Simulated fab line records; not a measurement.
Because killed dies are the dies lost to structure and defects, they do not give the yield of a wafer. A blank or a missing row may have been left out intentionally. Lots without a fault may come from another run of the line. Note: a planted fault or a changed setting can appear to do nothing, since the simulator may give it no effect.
Chamber matching || flow n5 finfet || N5_BEOL_M4_PECVD_72 on pecvd-04: 3 sister chambers
The step deposits SiO2 from TEOS/O2, target thk 16 nm, time 18 s. 6 wafers are shown with their chamber, then 8 later ones without.

== EACH WAFER AND ITS CHAMBER ==
{"wafer": "L086.3", "chamber": 1, "throttle valve pct (%)": 23.7, "showerhead plenum p Torr (Torr)": 8.90}
{"wafer": "L086.5", "chamber": 2, "throttle valve pct (%)": 21.6, "showerhead plenum p Torr (Torr)": 8.80}
{"wafer": "L087.1", "chamber": 2, "throttle valve pct (%)": 21.9, "showerhead plenum p Torr (Torr)": 8.78}
{"wafer": "L087.5", "chamber": 1, "throttle valve pct (%)": 23.7, "showerhead plenum p Torr (Torr)": 8.92}
{"wafer": "L087.6", "chamber": 0, "throttle valve pct (%)": 22.0, "showerhead plenum p Torr (Torr)": 8.79}
{"wafer": "L094.1", "chamber": 0, "throttle valve pct (%)": 22.0, "showerhead plenum p Torr (Torr)": 8.79}

== WAFERS WITHOUT THEIR CHAMBER ==
{"wafer": "L094.5", "throttle valve pct (%)": 21.7, "showerhead plenum p Torr (Torr)": 8.81}
{"wafer": "L094.6", "throttle valve pct (%)": 21.9, "showerhead plenum p Torr (Torr)": 8.78}
{"wafer": "L095.2", "throttle valve pct (%)": 23.7, "showerhead plenum p Torr (Torr)": 8.92}
{"wafer": "L095.3", "throttle valve pct (%)": 21.8, "showerhead plenum p Torr (Torr)": 8.76}
{"wafer": "L095.4", "throttle valve pct (%)": 21.9, "showerhead plenum p Torr (Torr)": 8.79}
{"wafer": "L097.3", "throttle valve pct (%)": 21.9, "showerhead plenum p Torr (Torr)": 8.77}
{"wafer": "L097.5", "throttle valve pct (%)": 22.0, "showerhead plenum p Torr (Torr)": 8.78}
{"wafer": "L097.6", "throttle valve pct (%)": 22.4, "showerhead plenum p Torr (Torr)": 8.81}

== CHAMBER TAKEN BY EACH ==
{"wafer": "L094.5", "from the rows above": "can't be placed: 2 or 0", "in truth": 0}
{"wafer": "L094.6", "from the rows above": "can't be placed: 0 or 2", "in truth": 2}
{"wafer": "L095.2", "from the rows above": 1, "in truth": 1}
{"wafer": "L095.3", "from the rows above": "can't be placed: 2 or 0", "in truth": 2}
{"wafer": "L095.4", "from the rows above": "can't be placed: 0 or 2", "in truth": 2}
{"wafer": "L097.3", "from the rows above": "can't be placed: 0 or 2", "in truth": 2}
{"wafer": "L097.5", "from the rows above": "can't be placed: 0 or 2", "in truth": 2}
{"wafer": "L097.6", "from the rows above": "can't be placed: 0 or 2", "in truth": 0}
Placed correctly: 1 of 8. Not placeable from these rows: 7 (in 7, the candidates include the true chamber). Placed wrongly: 0.
How it was worked out, from the rows above alone: a wafer's distance from a chamber is the root of the sum, over the readings, of the square of ((its reading less the chamber's mean) divided by the reading's scatter). If the next closest chamber is less than 2 further off than the closest, the wafer can't be placed; otherwise it belongs to the closest. The mean given for a chamber averages the wafers shown for that chamber. The scatter is the square root of a quotient: the sum, over the shown wafers, of each reading's squared deviation from its chamber's mean, divided by wafers minus chambers.
